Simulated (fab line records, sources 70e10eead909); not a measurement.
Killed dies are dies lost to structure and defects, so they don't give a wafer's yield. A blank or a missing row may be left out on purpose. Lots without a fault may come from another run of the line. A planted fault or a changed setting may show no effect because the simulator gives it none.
fab line records | flow nand_harc
record lots=5 wafers=15 last_day=24
route steps=1159 shown A_M0@997 A_M1@1026
lots that met no fault: from a run of the same line without faults
start_h: hours from the record's first day to the start of the lot's first wafer shown | wait_h: hours since the lot's step before | " the same as in the row above | L1.1+2: a row that stands for several wafers | - no value, or no start given | * or withheld: withheld | < > ~ a bound
route shown NAME@n: a module of which the file shows steps, and the number in the route of the first | usual: mean/standard deviation of fault-free wafers | same: alike in all rows | chamber/n: place in a boat | sites: the reading at each site | _std_site: their standard deviation | _edge_site: outer sites' mean less inner sites' | radius_mm: how far each site lies from the wafer's centre | mask NAME#n: copy n | behind: the tool/chamber that last shaped the wafer | hold: why the lot was held/for how many hours/how that ended | device: the transistor (n, p or np) that didn't switch | end of line: the same wafers' tests at the end of the route | a step without rows: its recipe alone | killed: dies lost to structure and defects at the first sort, not the wafer's yield | map: a wafer's dies, x killed, . not, _ none there
set.NAME: the setting as run; set.NAME@STEP: as run at that earlier step | model.NAME: the simulator's own value behind a step, which no gauge read
lots at some steps of the route; a table a step, a row a wafer
services: from which hour (start_h, from the record's first day; less than 0 if before it) a tool's chamber was out of use, for how many hours, and why
## steps
# step NHARC_A_M0_COAT_33
# recipe temp_c=200 time_s=65
# columns lot.wafer tool chamber start_h wait_h
L083.4+5+6 litho_track-01 0 - -
L085.1+5+6 litho_track-01 0 - -
L089.3+4+5 litho_track-01 0 - -
L090.1+3+4 litho_track-01 0 - -
L097.1+3+4 litho_track-01 0 - -
# step NHARC_A_M0_COAT_03
# recipe spin_rpm=1500 resist_thk_nm=90
# columns lot.wafer tool chamber start_h wait_h
L083.4+5+6 litho_track-01 0 - -
L085.1+5+6 litho_track-01 0 - -
L089.3+4+5 litho_track-01 0 - -
L090.1+3+4 litho_track-01 0 - -
L097.1+3+4 litho_track-01 0 - -
# step NHARC_A_M0_SOFTBAKE_04
# recipe temp_c=105 time_s=55
# columns lot.wafer tool chamber start_h wait_h
L083.4+5+6 litho_track-01 0 - -
L085.1+5+6 litho_track-01 0 - -
L089.3+4+5 litho_track-01 0 - -
L090.1+3+4 litho_track-01 0 - -
L097.1+3+4 litho_track-01 0 - -
# step NHARC_A_M0_EBR_05
# columns lot.wafer tool chamber start_h wait_h
L083.4+5+6 litho_track-01 0 - -
L085.1+5+6 litho_track-01 0 - -
L089.3+4+5 litho_track-01 0 - -
L090.1+3+4 litho_track-01 0 - -
L097.1+3+4 litho_track-01 0 - -
# step NHARC_A_M0_EXPOSE_06
# recipe na=1.35 target_cd_nm=80 dose_mj=83.25 mask_id=A_M0
# columns lot.wafer tool chamber start_h wait_h mask
L083.4+5+6 arfi_scanner-02 0 451.17 - A_M0#0
L085.1+5+6 arfi_scanner-03 0 451.56 - A_M0#0
L089.3+4+5 arfi_scanner-01 0 495.47 - A_M0#0
L090.1+3+4 arfi_scanner-01 0 503.67 - A_M0#0
L097.1+3+4 arfi_scanner-03 0 532.84 - A_M0#0
# step NHARC_A_M0_PEB_07
# recipe peb_temp_c=100 peb_time_s=65
# columns lot.wafer tool chamber start_h wait_h
L083.4+5+6 litho_track-04 0 451.22 0.0
L085.1+5+6 litho_track-01 0 451.63 0.1
L089.3+4+5 litho_track-06 0 495.52 0.0
L090.1+3+4 litho_track-04 0 503.73 0.1
L097.1+3+4 litho_track-01 0 532.90 0.1
# step NHARC_A_M0_DEVELOP_08
# recipe develop_time_s=35 dev_temp_c=23
# columns lot.wafer tool chamber start_h wait_h
L083.4+5+6 litho_track-04 0 - -
L085.1+5+6 litho_track-01 0 - -
L089.3+4+5 litho_track-06 0 - -
L090.1+3+4 litho_track-04 0 - -
L097.1+3+4 litho_track-01 0 - -
# step NHARC_A_M0_CD_MEAS_09
# recipe target_cd_nm=80 landing_energy_ev=500
# usual cd_nm=79.8/0.6
# columns lot.wafer tool chamber start_h wait_h cd_nm
L083.4 cd_sem-02 0 451.31 - 79.7
L083.5 " 0 " " 78.9
L083.6 " 0 " " 79.6
L085.1 cd_sem-03 0 451.71 - 79.3
L085.5 " 0 " " 79.0
L085.6 " 0 " " 79.7
L089.3 cd_sem-01 0 495.60 - 79.4
L089.4 " 0 " " 79.7
L089.5 " 0 " " 78.9
L090.1 cd_sem-01 0 503.81 - 80.6
L090.3 " 0 " " 79.0
L090.4 " 0 " " 78.8
L097.1 cd_sem-02 0 532.98 - 79.2
L097.3 " 0 " " 79.5
L097.4 " 0 " " 80.0
# step NHARC_A_M0_OVL_MEAS_10
# recipe pitch_nm=160
# usual overlay_x_nm=0.2/0.93 overlay_y_nm=0.2/0.68
# columns lot.wafer tool chamber start_h wait_h overlay_x_nm overlay_y_nm
L083.4 overlay-02 - 451.40 - -0.7 -0.9
L083.5 " - " " -0.7 -1.1
L083.6 " - " " -0.3 -0.4
L085.1 overlay-02 - 451.79 - 0.9 0.3
L085.5 " - " " 1.3 -0.1
L085.6 " - " " 0.8 0.5
L089.3 overlay-02 - 495.69 - -1.5 0.5
L089.4 " - " " -1.0 0.2
L089.5 " - " " -1.5 0.6
L090.1 overlay-01 - 503.90 - 1.0 1.2
L090.3 " - " " 0.4 1.5
L090.4 " - " " 0.6 1.3
L097.1 overlay-01 - 533.07 - 0.1 1.2
L097.3 " - " " -0.4 1.4
L097.4 " - " " 0.3 0.9
# step NHARC_A_M0_INSPECT_11
# usual raw_defect_count=26/12
# columns lot.wafer tool chamber start_h wait_h raw_defect_count
L083.4 defect_inspect-02 - 451.44 0.0 54
L083.5 " - " " 42
L083.6 " - " " 52
L085.1 defect_inspect-01 - 451.83 0.0 10
L085.5 " - " " 12
L085.6 " - " " 13
L089.3 defect_inspect-02 - 495.72 0.0 31
L089.4 " - " " 21
L089.5 " - " " 32
L090.1 defect_inspect-01 - 503.93 0.0 11
L090.3 " - " " 17
L090.4 " - " " 15
L097.1 defect_inspect-02 - 533.11 0.0 31
L097.3 " - " " 39
L097.4 " - " " 28
# step NHARC_A_M0_DESCUM_14
# recipe time_s=3 o2_flow_sccm=200 ar_flow_sccm=0 bias_power_w=0 chemistry=O2
# usual drypump_motor_current_A=5.5/0.45 oes_product_au=0.996/0.01 rf_vpp_V=57.6/0.83 showerhead_plenum_p_Torr=1.87/0.063 throttle_valve_pct=11.310/0.0088
# columns lot.wafer tool chamber start_h wait_h drypump_motor_current_A oes_product_au rf_hours_counter_h rf_vpp_V showerhead_plenum_p_Torr throttle_valve_pct
L083.4 rie_diel-12 0 451.53 0.1 5.6 1.014 6 58.3 1.83 11.317
L083.5 " 1 " " 5.8 0.996 - 57.7 1.88 11.308
L083.6 " 2 " " 5.3 0.980 - 57.5 1.79 11.313
L085.1 rie_diel-09 0 451.92 0.1 5.2 0.992 1 57.1 1.83 11.321
L085.6 " 1 " " 5.1 0.997 - 57.9 1.98 11.303
L085.5 " 2 " " 6.4 0.989 - 57.0 1.80 11.312
L089.3 rie_diel-12 3 495.79 0.1 5.0 0.997 7 59.1 1.89 11.299
L089.4 " 0 " " 5.5 1.012 9 56.4 1.83 11.296
L089.5 " 3 " " 5.0 1.000 - 58.1 1.89 11.295
L090.3 rie_diel-02 2 504.00 0.1 5.9 1.005 13 57.0 1.90 11.311
L090.1 " 0 " " 5.6 1.009 14 57.9 1.86 11.302
L090.4 " 1 " " 5.0 1.009 13 57.8 2.04 11.314
L097.4 rie_diel-09 0 533.17 0.1 5.2 0.994 4 57.9 1.83 11.312
L097.1 " 2 " " 6.4 1.002 4 58.4 1.80 11.318
L097.3 " 3 " " 6.2 0.996 5 59.2 1.85 11.311
# step NHARC_A_M0_ETCH_34
# recipe target_depth_a=400 overetch_a=120 time_s=43.94 ion_energy_ev=200 n2_flow_sccm=150 h2_flow_sccm=150 ar_flow_sccm=0 rf_w=400 bias_w=150 chemistry=N2/H2
# usual bias_w=150.0/0.4 drypump_motor_current_A=5.5/0.45 h2_flow_sccm=150.0/0.45 oes_product_au=0.996/0.0093 rf_vpp_V=429.2/2.1 showerhead_plenum_p_Torr=1.99/0.071 throttle_valve_pct=14.171/0.0091
# columns lot.wafer tool chamber start_h wait_h bias_w drypump_motor_current_A h2_flow_sccm oes_product_au rf_hours_counter_h rf_vpp_V showerhead_plenum_p_Torr throttle_valve_pct
L083.4 rie_diel-12 0 451.61 0.1 150.0 5.5 150.2 1.014 6 429.1 1.95 14.177
L083.6 " 1 " " 150.4 5.8 149.4 0.998 - 430.0 2.01 14.185
L083.5 " 2 " " 150.1 5.3 150.3 0.981 - 427.0 1.91 14.177
L085.1 rie_diel-09 2 451.98 0.1 150.3 6.4 149.5 0.984 1 427.7 1.92 14.164
L085.5 " 1 " " 150.3 5.1 149.1 0.985 - 432.0 2.11 14.157
L085.6 " 2 " " 150.7 6.4 149.6 0.987 - 427.7 1.92 14.161
L089.3 rie_diel-12 2 495.88 0.1 149.4 5.3 150.0 0.998 8 426.8 1.91 14.179
L089.4 " 3 " " 149.6 5.0 150.4 0.994 7 429.5 2.01 14.178
L089.5 " 1 " " 150.2 5.8 150.4 0.993 - 429.5 2.00 14.158
L090.4 rie_diel-02 2 504.09 0.1 150.7 5.9 149.6 1.001 13 430.6 2.02 14.179
L090.1 " 3 " " 149.7 6.0 149.3 0.988 14 429.7 2.03 14.183
L090.3 " 0 " " 150.2 5.6 149.1 0.992 14 428.9 1.98 14.176
L097.4 rie_diel-09 0 533.25 0.1 149.7 5.1 149.9 0.982 4 428.0 1.95 14.188
L097.3 " 2 " " 150.1 6.4 150.9 0.991 4 427.1 1.92 14.164
L097.1 " 3 " " 149.6 6.2 150.5 0.989 5 429.1 1.97 14.164
# step NHARC_A_M0_ETCH_15
# recipe target_depth_a=1500 overetch_a=150 time_s=82.5 c4f8_flow_sccm=withheld ar_flow_sccm=400 rf_w=600 bias_w=300 chemistry=C4F8/Ar
# usual bias_w=299.8/0.9 oes_product_au=0.953/0.022 rf_vpp_V=439.5/2.1
# columns lot.wafer tool chamber start_h wait_h bias_w oes_product_au rf_hours_counter_h rf_vpp_V
L083.4 rie_diel-12 3 - - 300.4 0.957 5 440.9
L083.5 " 2 " " 299.6 0.911 - 436.6
L083.6 " 3 " " 298.3 0.951 - 440.0
L085.1 rie_diel-09 2 - - 300.6 0.963 1 437.2
L085.6 " 1 " " 300.1 0.965 - 442.0
L085.5 " 2 " " 301.5 0.957 - 438.3
L089.4 rie_diel-12 3 - - 300.3 0.939 7 439.7
L089.3 " 0 " " 300.1 0.979 9 438.8
L089.5 " 0 " " 300.8 0.975 - 438.9
L090.4 rie_diel-02 3 - - 298.2 0.963 14 440.7
L090.3 " 0 " " 299.5 0.991 14 438.5
L090.1 " 1 " " 298.0 0.982 13 444.3
L097.1 rie_diel-09 0 - - 300.2 0.900 4 437.8
L097.4 " 1 " " 299.6 0.915 4 441.6
L097.3 " 2 " " 299.9 0.917 5 438.4
# step NHARC_A_M0_CD_MEAS_16
# usual cd_nm=79.7/0.82
# columns lot.wafer tool chamber start_h wait_h cd_nm
L083.4 cd_sem-01 - 451.96 - 78.9
L083.5 " - " " 79.1
L083.6 " - " " 78.0
L085.1 cd_sem-03 - 452.19 - 79.9
L085.5 " - " " 79.2
L085.6 " - " " 80.1
L089.3 cd_sem-03 - 496.08 - 79.6
L089.4 " - " " 78.4
L089.5 " - " " 78.7
L090.1 cd_sem-01 - 504.31 - 80.4
L090.3 " - " " 78.4
L090.4 " - " " 78.6
L097.1 cd_sem-02 - 533.47 - 79.1
L097.3 " - " " 80.3
L097.4 " - " " 79.8
# step NHARC_A_M0_STRIP_18
# recipe power_w=1000 n2_flow_sccm=150 h2_flow_sccm=150 ar_flow_sccm=0 bias_w=0 chemistry=N2/H2
# usual drypump_motor_current_A=5.6/0.45 h2_flow_sccm=150.0/0.47 oes_product_au=0.996/0.0091 rf_vpp_V=90.4/0.86 showerhead_plenum_p_Torr=2.00/0.073 throttle_valve_pct=14.172/0.0094
# same bias_w=0
# columns lot.wafer tool chamber start_h wait_h drypump_motor_current_A h2_flow_sccm oes_product_au rf_hours_counter_h rf_vpp_V showerhead_plenum_p_Torr throttle_valve_pct
L083.4 rie_diel-02 0 452.05 0.1 5.6 150.4 1.008 9 89.7 1.98 14.175
L083.6 " 3 " " 6.0 150.6 1.006 - 89.0 2.03 14.172
L083.5 " 0 " " 5.6 150.9 1.003 - 89.9 1.98 14.161
L085.1 rie_diel-09 2 452.32 0.1 6.4 150.1 0.997 1 90.7 1.92 14.174
L085.5 " 0 " " 5.2 149.9 0.994 - 88.7 1.95 14.174
L085.6 " 1 " " 5.1 149.8 1.007 - 91.9 2.11 14.188
L089.4 rie_diel-09 3 496.15 0.1 6.2 149.7 0.994 3 91.1 1.97 14.184
L089.3 " 1 " " 5.1 151.1 1.003 2 91.7 2.11 14.178
L089.5 " 0 " " 5.2 149.9 0.999 - 89.4 1.95 14.160
L090.3 rie_diel-12 3 504.42 0.1 5.0 149.8 0.998 8 90.7 2.01 14.158
L090.4 " 0 " " 5.5 150.3 1.009 10 90.7 1.94 14.187
L090.1 " 1 " " 5.8 149.1 0.985 9 91.3 2.00 14.186
L097.1 rie_diel-02 1 533.57 0.1 5.0 149.8 0.999 1 93.6 2.18 14.181
L097.4 " 2 " " 5.9 150.6 0.992 1 91.2 2.02 14.171
L097.3 " 3 " " 6.0 150.4 0.987 1 90.8 2.03 14.173
# step NHARC_A_M0_STRIP_19
# recipe time_s=600 temp_c=30 chemistry=post_etch_residue_remover
# columns lot.wafer tool chamber start_h wait_h
L083.4+6+5 wet_bench-05 2,4,5 452.32 -
L085.6+5+1 wet_bench-04 3,7,0 452.54 -
L089.3+5+4 wet_bench-04 4,6,0 496.43 -
L090.1+4+3 wet_bench-09 2,3,4 504.67 -
L097.1+4+3 wet_bench-04 1,4,6 533.82 -
# step NHARC_A_M0_DEGAS_28
# recipe temp_c=250 time_s=60
# usual heater_power_w=328/29
# columns lot.wafer tool chamber start_h wait_h heater_power_w
L083.4 pvd_sputter-03 - 452.58 - 337
L083.6 " - " " 332
L083.5 " - " " 322
L085.1 pvd_sputter-01 - 452.86 - 303
L085.5 " - " " 298
L085.6 " - " " 359
L089.4 pvd_sputter-03 - 496.70 - 325
L089.3 " - " " 337
L089.5 " - " " 329
L090.1 pvd_sputter-02 - 504.93 - 308
L090.3 " - " " 329
L090.4 " - " " 420
L097.4 pvd_sputter-01 - 534.09 - 351
L097.1 " - " " 306
L097.3 " - " " 317
# step NHARC_A_M0_PRE_CLEAN_29
# recipe time_s=30 temp_c=280 gas=H2/He
# usual heater_power_w=407/41
# columns lot.wafer tool chamber start_h wait_h heater_power_w
L083.4 pvd_sputter-03 - - - 382
L083.5 " - " " 404
L083.6 " - " " 415
L085.1 pvd_sputter-01 - - - 371
L085.5 " - " " 365
L085.6 " - " " 441
L089.4 pvd_sputter-03 - - - 388
L089.3 " - " " 399
L089.5 " - " " 393
L090.3 pvd_sputter-02 - - - 424
L090.4 " - " " 515
L090.1 " - " " 390
L097.1 pvd_sputter-01 - - - 378
L097.3 " - " " 390
L097.4 " - " " 431
# step NHARC_A_M0_PVD_20
# recipe target_thk_a=50 bias_v=168.6 power_w=15000 chamber_pressure_pa=0.12 time_s=8.06 substrate_temp_c=50 material=TaN
# usual substrate_temp_c=50.01/0.11 throttle_valve_pct=29.4/0.68
# columns lot.wafer tool chamber start_h wait_h substrate_temp_c throttle_valve_pct
L083.4 pvd_sputter-03 - - - 49.97 29.7
L083.5 " - " " 49.98 28.8
L083.6 " - " " 49.90 29.8
L085.1 pvd_sputter-01 - - - 50.05 29.3
L085.6 " - " " 50.07 29.4
L085.5 " - " " 50.00 30.6
L089.4 pvd_sputter-03 - - - 50.05 29.4
L089.3 " - " " 49.94 28.3
L089.5 " - " " 49.97 29.4
L090.4 pvd_sputter-02 - - - 50.03 29.8
L090.3 " - " " 50.04 28.7
L090.1 " - " " 49.91 29.4
L097.4 pvd_sputter-01 - - - 50.05 30.9
L097.1 " - " " 50.04 28.7
L097.3 " - " " 50.06 29.5
# step NHARC_A_M0_PVD_21
# recipe target_thk_a=300 chamber_pressure_pa=5 power_w=5000 substrate_temp_c=30 time_s=20.49 material=Cu
# usual substrate_temp_c=29.99/0.11 throttle_valve_pct=29.3/0.68
# columns lot.wafer tool chamber start_h wait_h substrate_temp_c throttle_valve_pct
L083.4 pvd_sputter-03 - - - 29.92 29.9
L083.5 " - " " 30.00 29.0
L083.6 " - " " 29.97 29.0
L085.1 pvd_sputter-01 - - - 29.90 28.5
L085.5 " - " " 29.91 30.6
L085.6 " - " " 29.84 28.6
L089.3 pvd_sputter-03 - - - 29.88 28.4
L089.4 " - " " 29.94 29.3
L089.5 " - " " 29.85 28.7
L090.4 pvd_sputter-02 - - - 29.93 28.6
L090.1 " - " " 29.98 29.2
L090.3 " - " " 30.00 29.7
L097.1 pvd_sputter-01 - - - 30.07 28.9
L097.3 " - " " 30.12 29.4
L097.4 " - " " 29.85 29.2
# step NHARC_A_M0_ECD_22
# recipe target_thk_a=4000 bath_temp_c=25 material=Cu
# columns lot.wafer tool chamber start_h wait_h
L083.4+6+5 ecd_cu-02 0,1,0 453.37 -
L085.1+5+6 ecd_cu-02 0,0,1 453.52 -
L089.4+3+5 ecd_cu-02 0,1,1 497.16 -
L090.1+4+3 ecd_cu-02 1,0,1 505.37 -
L097.1+4+3 ecd_cu-01 0,1,0 534.67 -
# step NHARC_A_M0_ANNEAL_30
# recipe temp_c=225 time_s=90
# usual wafer_temp_C_max=225.92/0.22
# columns lot.wafer tool chamber start_h wait_h wafer_temp_C_max
L083.4 rtp_anneal-01 0 453.75 - 225.79
L083.5 " 0 " " 225.94
L083.6 " 0 " " 225.94
L085.1 rtp_anneal-02 0 453.90 0.3 225.73
L085.5 " 0 " " 225.65
L085.6 " 0 " " 226.20
L089.3 rtp_anneal-02 0 497.57 - 225.78
L089.4 " 0 " " 226.09
L089.5 " 0 " " 226.06
L090.1 rtp_anneal-02 0 505.70 0.3 225.75
L090.3 " 0 " " 226.09
L090.4 " 0 " " 226.05
L097.1 rtp_anneal-01 0 535.00 0.3 225.84
L097.3 " 0 " " 225.79
L097.4 " 0 " " 226.00
# step NHARC_A_M0_CMP_23
# recipe t_overpolish_s=20 target_thk_nm=113.75
# usual motor_current_A=12.3/1.3 time_to_endpoint_s=28.9/2.7
# columns lot.wafer tool chamber start_h wait_h motor_current_A time_to_endpoint_s
L083.4 cmp-04 2 454.03 - 10.6 29.4
L083.5 " 3 " " 13.1 29.3
L083.6 " 0 " " 11.7 28.3
L085.1 cmp-03 1 454.30 - 11.4 29.0
L085.5 " 3 " " 12.8 30.8
L085.6 " 0 " " 13.9 26.1
L089.4 cmp-03 2 497.81 - 13.2 32.2
L089.3 " 0 " " 14.9 23.9
L089.5 " 2 " " 13.2 29.2
L090.3 cmp-03 3 506.08 - 12.3 30.0
L090.1 " 0 " " 15.1 23.0
L090.4 " 1 " " 12.5 28.4
L097.1 cmp-04 0 535.34 - 12.3 28.8
L097.4 " 1 " " 11.8 27.2
L097.3 " 3 " " 12.3 26.8
# step NHARC_A_M0_THK_MEAS_24
# recipe thk_meas_gauge=xrf
# usual thk_nm=113.7/1.5
# columns lot.wafer tool chamber start_h wait_h thk_nm
L083.4 film_metro-02 - 454.26 - 111.0
L083.5 " - " " 112.7
L083.6 " - " " 113.7
L085.1 film_metro-02 - 454.56 - 113.1
L085.5 " - " " 114.6
L085.6 " - " " 111.7
L089.3 film_metro-01 - 498.13 - 111.6
L089.4 " - " " 115.3
L089.5 " - " " 113.1
L090.1 film_metro-02 - 506.37 - 114.2
L090.3 " - " " 112.5
L090.4 " - " " 113.8
L097.1 film_metro-01 - 535.65 - 113.0
L097.3 " - " " 114.8
L097.4 " - " " 114.0
# step NHARC_A_M0_SRD_25
# columns lot.wafer tool chamber start_h wait_h
L083.4+6+5 wet_bench-08 5,6,0 454.31 0.0
L085.6+1+5 wet_bench-08 1,2,4 454.60 0.0
L089.3+4+5 wet_bench-08 2,4,6 498.18 0.0
L090.1+3+4 wet_bench-10 3,4,5 506.42 0.0
L097.1+3+4 wet_bench-10 6,2,3 535.70 0.0
# step NHARC_A_M0_INSPECT_27
# usual raw_defect_count=438/110
# columns lot.wafer tool chamber start_h wait_h raw_defect_count
L083.4 defect_inspect-02 - 454.41 0.0 463
L083.5 " - " " 318
L083.6 " - " " 311
L085.1 defect_inspect-02 - 454.71 0.0 282
L085.5 " - " " 390
L085.6 " - " " 399
L089.3 defect_inspect-01 - 498.31 0.0 504
L089.4 " - " " 325
L089.5 " - " " 598
L090.1 defect_inspect-01 - 506.53 0.0 429
L090.3 " - " " 400
L090.4 " - " " 376
L097.1 defect_inspect-01 - 535.81 0.0 244
L097.3 " - " " 366
L097.4 " - " " 343
# step NHARC_A_M0_PRE_CLEAN_31
# recipe time_s=12 temp_c=370 rf_power_w=300 gas=NH3
# usual heater_power_w=650/110
# columns lot.wafer tool chamber start_h wait_h heater_power_w
L083.5 pecvd-02 0 454.52 0.1 768
L083.6 " 1 " " 572
L083.4 " 2 " " 406
L085.1 pecvd-04 2 454.81 0.1 628
L085.6 " 0 " " 700
L085.5 " 2 " " 659
L089.3 pecvd-02 1 498.40 0.1 578
L089.4 " 0 " " 753
L089.5 " 1 " " 592
L090.1 pecvd-03 0 506.61 0.1 640
L090.3 " 1 " " 554
L090.4 " 1 " " 537
L097.3 pecvd-02 0 535.89 0.1 588
L097.1 " 1 " " 597
L097.4 " 1 " " 602
# step NHARC_A_M0_DEP_32
# recipe target_thk_a=300 temp_c=370 target_thk_nm=30 pressure_torr=3 flow_sccm=200 rf_w=450 material=SiCN
# usual chamber_pressure_Torr=3.000/0.0063 heater_power_w=602/120
# columns lot.wafer tool chamber start_h wait_h chamber_pressure_Torr heater_power_w
L083.5 pecvd-02 0 454.69 0.2 2.989 699
L083.6 " 1 " " 2.994 551
L083.4 " 2 " " 3.012 421
L085.1 pecvd-04 2 454.95 0.1 3.003 608
L085.6 " 0 " " 3.005 647
L085.5 " 2 " " 2.991 601
L089.3 pecvd-02 1 498.54 0.1 2.993 473
L089.4 " 0 " " 3.002 647
L089.5 " 1 " " 3.003 472
L090.1 pecvd-03 0 506.72 0.1 3.005 541
L090.3 " 1 " " 2.994 506
L090.4 " 1 " " 2.996 519
L097.3 pecvd-02 0 536.00 0.1 3.005 605
L097.1 " 1 " " 2.998 546
L097.4 " 1 " " 3.000 560
# step NHARC_A_M1_DEP_00
# recipe target_thk_a=1825 target_thk_nm=182.5 temp_c=withheld pressure_torr=5 flow_sccm=200 rf_w=600 material=SiOC
# usual chamber_pressure_Torr=5.001/0.011
# columns lot.wafer tool chamber start_h wait_h chamber_pressure_Torr
L083.4 pecvd-02 2 - - 4.979
L083.6 " 0 " " 5.009
L083.5 " 1 " " 5.002
L085.1 pecvd-02 1 455.32 - 5.000
L085.5 " 0 " " 5.011
L085.6 " 2 " " 4.990
L089.3 pecvd-02 2 - - 4.987
L089.4 " 2 " " 4.990
L089.5 " 1 " " 4.996
L090.1 pecvd-04 0 507.16 - 4.993
L090.3 " 1 " " 5.019
L090.4 " 0 " " 4.992
L097.3 pecvd-03 0 536.42 - 5.024
L097.1 " 1 " " 4.985
L097.4 " 2 " " 5.006
# step NHARC_A_M1_DEHYDRATE_01
# recipe temp_c=150 time_s=120
# columns lot.wafer tool chamber start_h wait_h
L083.4+5+6 litho_track-01 0 455.36 -
L085.1+5+6 litho_track-06 0 455.68 -
L089.3+4+5 litho_track-01 0 499.26 -
L090.1+3+4 litho_track-01 0 507.63 0.4
L097.1+3+4 litho_track-06 0 536.77 -
# step NHARC_A_M1_HMDS_02
# recipe time_s=30
# columns lot.wafer tool chamber start_h wait_h
L083.4+5+6 litho_track-01 0 - -
L085.1+5+6 litho_track-06 0 - -
L089.3+4+5 litho_track-01 0 - -
L090.1+3+4 litho_track-01 0 - -
L097.1+3+4 litho_track-06 0 - -
# step NHARC_A_M1_COAT_34
# recipe temp_c=200 time_s=65
# columns lot.wafer tool chamber start_h wait_h
L083.4+5+6 litho_track-01 0 - -
L085.1+5+6 litho_track-06 0 - -
L089.3+4+5 litho_track-01 0 - -
L090.1+3+4 litho_track-01 0 - -
L097.1+3+4 litho_track-06 0 - -
# step NHARC_A_M1_COAT_03
# recipe spin_rpm=1500 resist_thk_nm=90
# columns lot.wafer tool chamber start_h wait_h
L083.4+5+6 litho_track-01 0 - -
L085.1+5+6 litho_track-06 0 - -
L089.3+4+5 litho_track-01 0 - -
L090.1+3+4 litho_track-01 0 - -
L097.1+3+4 litho_track-06 0 - -
# step NHARC_A_M1_SOFTBAKE_04
# recipe temp_c=105 time_s=55
# columns lot.wafer tool chamber start_h wait_h
L083.4+5+6 litho_track-01 0 - -
L085.1+5+6 litho_track-06 0 - -
L089.3+4+5 litho_track-01 0 - -
L090.1+3+4 litho_track-01 0 - -
L097.1+3+4 litho_track-06 0 - -
# step NHARC_A_M1_EBR_05
# columns lot.wafer tool chamber start_h wait_h
L083.4+5+6 litho_track-01 0 - -
L085.1+5+6 litho_track-06 0 - -
L089.3+4+5 litho_track-01 0 - -
L090.1+3+4 litho_track-01 0 - -
L097.1+3+4 litho_track-06 0 - -
# step NHARC_A_M1_EXPOSE_06
# recipe na=1.35 target_cd_nm=120 dose_mj=75.13 mask_id=A_M1
# columns lot.wafer tool chamber start_h wait_h mask
L083.4+5+6 arfi_scanner-02 0 455.53 - A_M1#0
L085.1+5+6 arfi_scanner-03 0 455.96 - A_M1#0
L089.3+4+5 arfi_scanner-02 0 499.43 - A_M1#0
L090.1+3+4 arfi_scanner-01 0 507.91 - A_M1#0
L097.1+3+4 arfi_scanner-01 0 537.06 - A_M1#0
# step NHARC_A_M1_PEB_07
# recipe peb_temp_c=100 peb_time_s=65
# columns lot.wafer tool chamber start_h wait_h
L083.4+5+6 litho_track-04 0 455.58 0.0
L085.1+5+6 litho_track-01 0 456.03 0.1
L089.3+4+5 litho_track-04 0 499.49 0.0
L090.1+3+4 litho_track-04 0 507.97 0.1
L097.1+3+4 litho_track-04 0 537.12 0.1
# step NHARC_A_M1_DEVELOP_08
# recipe develop_time_s=35 dev_temp_c=23
# columns lot.wafer tool chamber start_h wait_h
L083.4+5+6 litho_track-04 0 - -
L085.1+5+6 litho_track-01 0 - -
L089.3+4+5 litho_track-04 0 - -
L090.1+3+4 litho_track-04 0 - -
L097.1+3+4 litho_track-04 0 - -
# step NHARC_A_M1_CD_MEAS_09
# recipe target_cd_nm=120 landing_energy_ev=500
# usual cd_nm=120.2/0.67
# columns lot.wafer tool chamber start_h wait_h cd_nm
L083.4 cd_sem-03 0 455.67 - 120.5
L083.5 " 0 " " 120.6
L083.6 " 0 " " 120.2
L085.1 cd_sem-02 0 456.11 - 120.1
L085.5 " 0 " " 120.5
L085.6 " 0 " " 120.6
L089.3 cd_sem-03 0 499.57 - 118.7
L089.4 " 0 " " 119.1
L089.5 " 0 " " 119.8
L090.1 cd_sem-03 0 508.05 - 119.2
L090.3 " 0 " " 119.9
L090.4 " 0 " " 118.8
L097.1 cd_sem-02 0 537.21 - 119.5
L097.3 " 0 " " 119.8
L097.4 " 0 " " 119.8
# step NHARC_A_M1_OVL_MEAS_10
# recipe pitch_nm=240
# usual overlay_x_nm=-0.1/0.95 overlay_y_nm=0.3/0.96
# columns lot.wafer tool chamber start_h wait_h overlay_x_nm overlay_y_nm
L083.4 overlay-01 - 455.75 - -0.6 -0.5
L083.5 " - " " -0.5 0.0
L083.6 " - " " -0.6 -0.4
L085.1 overlay-02 - 456.20 - 0.3 -1.1
L085.5 " - " " 0.8 -1.1
L085.6 " - " " 0.3 -0.9
L089.3 overlay-02 - 499.66 - 0.4 0.6
L089.4 " - " " 0.4 1.1
L089.5 " - " " 0.3 0.4
L090.1 overlay-02 - 508.14 - 1.4 0.9
L090.3 " - " " 1.5 0.2
L090.4 " - " " 1.7 0.6
L097.1 overlay-02 - 537.30 - -0.3 1.3
L097.3 " - " " -0.8 1.4
L097.4 " - " " -0.3 1.2
# step NHARC_A_M1_INSPECT_11
# usual raw_defect_count=26/12
# columns lot.wafer tool chamber start_h wait_h raw_defect_count
L083.4 defect_inspect-01 - 455.79 0.0 53
L083.5 " - " " 38
L083.6 " - " " 54
L085.1 defect_inspect-01 - 456.24 0.0 11
L085.5 " - " " 11
L085.6 " - " " 11
L089.3 defect_inspect-01 - 499.69 0.0 26
L089.4 " - " " 25
L089.5 " - " " 28
L090.1 defect_inspect-01 - 508.18 0.0 9
L090.3 " - " " 19
L090.4 " - " " 12
L097.1 defect_inspect-01 - 537.33 0.0 31
L097.3 " - " " 35
L097.4 " - " " 20
## services
# columns tool chamber start_h hours kind
arfi_scanner-02 - 428.00 4.0 pm
cmp-03 - 430.90 0.9 repair
rie_diel-09 - 431.10 9.0 pm
litho_track-01 - 443.00 7.0 pm
cmp-03 - 450.03 4.0 pm
arfi_scanner-03 - 451.74 0.3 repair
pecvd-04 - 452.11 0.3 repair
pvd_sputter-03 - 458.00 10.0 pm
arfi_scanner-03 - 462.18 0.4 repair
litho_track-06 - 467.00 7.0 pm
pecvd-03 - 473.19 13.0 pm
pecvd-04 - 473.98 2.5 repair
rie_diel-12 3 474.21 19.8 repair
rie_diel-09 0 476.91 8.3 repair
arfi_scanner-03 - 484.00 4.0 pm
arfi_scanner-02 - 489.30 0.5 repair
litho_track-04 - 491.00 7.0 pm
pvd_sputter-02 - 495.66 7.5 repair
arfi_scanner-03 - 502.69 9.9 repair
rie_diel-02 - 504.70 9.0 pm
pecvd-04 2 505.81 3.4 repair
pvd_sputter-01 - 514.37 10.0 pm
pecvd-02 - 515.22 13.0 pm
ecd_cu-02 - 532.04 8.0 pm
## key
fault none
